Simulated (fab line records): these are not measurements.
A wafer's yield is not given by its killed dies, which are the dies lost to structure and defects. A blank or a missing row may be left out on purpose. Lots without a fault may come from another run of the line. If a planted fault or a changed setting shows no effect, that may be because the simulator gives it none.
The tool behind it: which one?    flow n5 finfet    Sampling: 12 lots, 36 wafers, 2 of 1938 route steps

## WHAT EACH GAUGE READ, for each wafer
N5_BEOL_M4_CD_MEAS_11: the cd target is 16.79 nm.
lot   measured      on         cd nm (nm)
L075  day 7 15:02   cd sem-02  16.82 16.94 16.90
L077  day 7 22:29   cd sem-02  16.91 16.71 16.82
L079  day 8 14:46   cd sem-02  17.30 16.84 17.22
L081  day 9 02:28   cd sem-03  16.95 16.66 16.74
L082  day 9 13:26   cd sem-02  17.16 17.13 16.65
L085  day 10 01:20  cd sem-01  16.62 17.14 16.80
L088  day 10 20:41  cd sem-03  16.84 16.89 16.87
L089  day 11 07:07  cd sem-03  16.44 16.83 16.94
L090  day 11 17:57  cd sem-03  16.84 16.68 16.79
L092  day 12 08:49  cd sem-01  16.13 16.77 16.75
L096  day 12 20:55  cd sem-03  16.42 16.86 17.18
L097  day 13 02:42  cd sem-03  16.69 16.73 16.92

## TOOL THAT RAN EACH LOT (tool first, then ch and the chambers of the sampled wafers, then the start)
lot   N5_BEOL_M3_ANNEAL_95
L075  pvd sputter-01, day 7 13:07
L077  pvd sputter-01, day 7 20:34
L079  pvd sputter-03, day 8 12:16
L081  pvd sputter-01, day 9 00:04
L082  pvd sputter-02, day 9 10:26
L085  pvd sputter-01, day 9 23:29
L088  pvd sputter-03, day 10 17:47
L089  pvd sputter-03, day 11 03:49
L090  pvd sputter-03, day 11 14:58
L092  pvd sputter-01, day 12 05:51
L096  pvd sputter-01, day 12 18:45
L097  pvd sputter-02, day 12 23:47
- N5_BEOL_M3_ANNEAL_95: time 240 s.

## THE ANSWER, worked out from the rows above alone
Rule: usual is defined by the lots themselves. Put in order of their means at a reading, lots are off if they are a third of the lots or fewer, leave a main group of 4 or more, and stand apart from it by a gap of 3 or more times the standard deviation of the main group's means; of several such gaps the widest counts. A main group is skipped when, at the precision printed for the reading in the tables above, its means are all equal. Also off: a lot with no number at a reading for which 4 or more lots have one. All remaining lots with rows at the step are treated as sound.
No lot is off at any reading shown: from this, nothing can be told.

## WHAT THE SIMULATOR PUT IN
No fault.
